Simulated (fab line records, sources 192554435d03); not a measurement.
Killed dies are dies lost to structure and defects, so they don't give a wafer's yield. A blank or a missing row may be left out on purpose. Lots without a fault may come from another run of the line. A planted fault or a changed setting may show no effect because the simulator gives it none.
fab line records | flow n5_finfet
record lots=7 wafers=21 last_day=18
route steps=1938 shown TV_OPEN@1891 PAD_METAL@1893 PASSIVATION@1897
lots that met no fault: from a run of the same line without faults
start_h: hours from the record's first day to the start of the lot's first wafer shown | wait_h: hours since the lot's step before | " the same as in the row above | L1.1+2: a row that stands for several wafers | - no value, or no start given | * or withheld: withheld | < > ~ a bound
route shown NAME@n: a module of which the file shows steps, and the number in the route of the first | usual: mean/standard deviation of fault-free wafers | same: alike in all rows | chamber/n: place in a boat | sites: the reading at each site | _std_site: their standard deviation | _edge_site: outer sites' mean less inner sites' | radius_mm: how far each site lies from the wafer's centre | mask NAME#n: copy n | behind: the tool/chamber that last shaped the wafer | hold: why the lot was held/for how many hours/how that ended | device: the transistor (n, p or np) that didn't switch | end of line: the same wafers' tests at the end of the route | a step without rows: its recipe alone | killed: dies lost to structure and defects at the first sort, not the wafer's yield | map: a wafer's dies, x killed, . not, _ none there
set.NAME: the setting as run; set.NAME@STEP: as run at that earlier step | model.NAME: the simulator's own value behind a step, which no gauge read
lots at some steps of the route; a table a step, a row a wafer
services: from which hour (start_h, from the record's first day; less than 0 if before it) a tool's chamber was out of use, for how many hours, and why
## steps
# step N5_PASSIVATION_STRIP_73
# recipe chemistry=post_etch_residue_remover time_s=60 temp_c=25 remover_ph=withheld remover_water_wt_pct=withheld remover_fluoride_wt_pct=withheld
# step N5_PASSIVATION_SRD_17
# recipe time_s=30 temp_c=23 rinse_liquid=diw dry=n2_spin spin_rpm=1500 dry_time_s=30
# step N5_PASSIVATION_DEGAS_18
# recipe ambient=vacuum temp_c=300 time_s=60
# usual heater_power_w=458/40
# columns lot.wafer tool chamber start_h wait_h heater_power_w
L852.1 pvd_sputter-02 - 262.46 0.1 389
L852.2 " - " " 436
L852.5 " - " " 397
L853.2 pvd_sputter-01 - 290.10 4.0 442
L853.4 " - " " 427
L853.6 " - " " 466
L863.1 pvd_sputter-02 - 370.93 0.4 445
L863.5 " - " " 447
L863.6 " - " " 451
L865.2 pvd_sputter-01 - 382.66 0.6 434
L865.3 " - " " 499
L865.6 " - " " 474
L866.2 pvd_sputter-03 - 382.89 0.1 571
L866.4 " - " " 428
L866.5 " - " " 443
L874.1 pvd_sputter-03 - 418.65 0.3 440
L874.3 " - " " 493
L874.5 " - " " 442
L873.1 pvd_sputter-01 - 429.81 0.9 433
L873.4 " - " " 475
L873.6 " - " " 487
# step N5_PASSIVATION_PRE_CLEAN_19
# recipe gas=H2/He time_s=* temp_c=*
# usual heater_power_w=458/41
# columns lot.wafer tool chamber start_h wait_h heater_power_w
L852.1 pvd_sputter-02 - 262.50 0.0 396
L852.2 " - " " 447
L852.5 " - " " 397
L853.2 pvd_sputter-01 - 290.14 0.0 437
L853.4 " - " " 420
L853.6 " - " " 485
L863.1 pvd_sputter-02 - 370.97 0.0 433
L863.5 " - " " 447
L863.6 " - " " 469
L865.2 pvd_sputter-01 - 382.70 0.0 449
L865.3 " - " " 487
L865.6 " - " " 473
L866.2 pvd_sputter-03 - 382.93 0.0 580
L866.4 " - " " 419
L866.5 " - " " 426
L874.1 pvd_sputter-03 - 418.69 0.0 429
L874.3 " - " " 500
L874.5 " - " " 448
L873.1 pvd_sputter-01 - 429.85 0.0 434
L873.4 " - " " 476
L873.6 " - " " 481
# step N5_PASSIVATION_SPUTTER_20
# recipe material=TaN target_thk_a=500 temp_c=25 chamber_pressure_pa=0.4
# usual throttle_valve_pct=30.0/0.94
# columns lot.wafer tool chamber start_h wait_h throttle_valve_pct
L852.1 pvd_sputter-02 - 262.54 0.0 30.1
L852.2 " - " " 31.7
L852.5 " - " " 30.3
L853.2 pvd_sputter-01 - 290.18 0.0 29.1
L853.4 " - " " 30.5
L853.6 " - " " 29.7
L863.1 pvd_sputter-02 - 371.01 0.0 31.8
L863.5 " - " " 31.5
L863.6 " - " " 29.3
L865.2 pvd_sputter-01 - 382.74 0.0 29.0
L865.3 " - " " 31.0
L865.6 " - " " 30.1
L866.2 pvd_sputter-03 - 382.97 0.0 29.3
L866.4 " - " " 30.4
L866.5 " - " " 28.3
L874.1 pvd_sputter-03 - 418.73 0.0 28.2
L874.3 " - " " 29.6
L874.5 " - " " 28.4
L873.1 pvd_sputter-01 - 429.89 0.0 29.1
L873.4 " - " " 29.9
L873.6 " - " " 30.0
# step N5_PASSIVATION_AL_DEP_21
# recipe material=Al target_thk_a=28000 temp_c=400 time_s=170 power_w=30000 chamber_pressure_pa=0.4 gas=Ar
# usual throttle_valve_pct=30.0/0.97
# columns lot.wafer tool chamber start_h wait_h throttle_valve_pct
L852.1 pvd_sputter-02 - 262.64 0.1 30.3
L852.2 " - " " 31.7
L852.5 " - " " 30.2
L853.2 pvd_sputter-01 - 290.28 0.1 28.7
L853.4 " - " " 30.6
L853.6 " - " " 29.8
L863.1 pvd_sputter-02 - 371.11 0.1 31.7
L863.5 " - " " 31.7
L863.6 " - " " 29.2
L865.2 pvd_sputter-01 - 382.84 0.1 28.9
L865.3 " - " " 31.4
L865.6 " - " " 29.8
L866.2 pvd_sputter-03 - 383.07 0.1 29.0
L866.4 " - " " 30.2
L866.5 " - " " 28.0
L874.1 pvd_sputter-03 - 418.83 0.1 28.5
L874.3 " - " " 29.8
L874.5 " - " " 28.1
L873.1 pvd_sputter-01 - 429.99 0.1 29.2
L873.4 " - " " 29.8
L873.6 " - " " 29.8
# step N5_PASSIVATION_HMDS_23
# recipe time_s=60 temp_c=120
# step N5_PASSIVATION_COAT_24
# recipe spin_rpm=3000 resist_thk_nm=withheld
# step N5_PASSIVATION_EBR_26
# recipe solvent=PGMEA ebr_width_mm=1.5
# step N5_PASSIVATION_SOFTBAKE_25
# recipe temp_c=100 time_s=90
# step N5_PASSIVATION_EXPOSE_27
# recipe mask_id=PAD na=0.55 source_shape=conventional sigma_outer=0.8 polarization=unpolarized defocus_nm=0 dose_mj=32.3
# step N5_PASSIVATION_PEB_28
# recipe peb_temp_c=withheld peb_time_s=*
# step N5_PASSIVATION_DEVELOP_29
# recipe develop_time_s=60 rinse_liquid=diw dry=air_spin dev_temp_c=21
# usual chill_plate_temp_C=22.97/0.11 develop_time_s=60/0 resist_line_temp_C=23.01/0.12
# columns lot.wafer tool chamber start_h wait_h chill_plate_temp_C develop_time_s resist_line_temp_C
L852.1 litho_track-01 0 263.12 - 22.97 60 22.90
L852.2 " 0 " " 23.08 60 22.82
L852.5 " 0 " " 22.89 60 22.94
L853.2 litho_track-02 0 290.63 - 22.98 60 23.01
L853.4 " 0 " " 22.86 60 23.07
L853.6 " 0 " " 22.93 60 22.98
L863.1 litho_track-02 - 371.59 - - - -
L863.5 " - " " - - -
L863.6 " - " " - - -
L865.2 litho_track-01 - 383.19 - - - -
L865.3 " - " " - - -
L865.6 " - " " - - -
L866.2 litho_track-02 - 383.56 - - - -
L866.4 " - " " - - -
L866.5 " - " " - - -
L874.1 litho_track-03 0 419.19 - 23.04 60 22.99
L874.3 " 0 " " 23.09 60 22.85
L874.5 " 0 " " 22.94 60 22.96
L873.1 litho_track-01 0 430.34 - 22.95 60 23.07
L873.4 " 0 " " 22.76 60 22.87
L873.6 " 0 " " 22.87 60 23.09
# step N5_PASSIVATION_HARDBAKE_31
# recipe temp_c=130 time_s=120
## services
# columns tool chamber start_h hours kind
pvd_sputter-01 - 272.12 7.8 repair
litho_track-01 - 318.61 - consumable_replace:filter
litho_track-01 - 334.31 - consumable_replace:filter
pvd_sputter-01 - 353.12 1.8 repair
litho_track-03 - 364.35 - consumable_replace:filter
pvd_sputter-03 - 400.63 1.9 repair
## key
first_sign step=N5_PASSIVATION_DEVELOP_29 reading=tool_record direction=missing
effect none on later readings
met_at N5_PASSIVATION_DEVELOP_29
struck_wafers L863.1,L863.5,L863.6,L865.2,L865.3,L865.6,L866.2,L866.4,L866.5
later_rows_left_out L863.1,L863.5,L863.6,L865.2,L865.3,L865.6,L866.2,L866.4,L866.5
sort_left_out L863.1,L863.5,L863.6,L865.2,L865.3,L865.6,L866.2,L866.4,L866.5
onset_between 290.63 371.59
fault kind=skipped_step_whole tool=litho_track-01,litho_track-02 chamber=- onset_h=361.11 steps=N5_PASSIVATION_DEVELOP_29 scope=struck_lots_only
# sort_left_out: the simulated sort isn't trusted on such a fault, so these wafers' sort isn't shown, and their yield isn't known
# later_rows_left_out: the simulator's readings of these wafers behind a module that went badly wrong aren't trusted and aren't shown, but for the sort
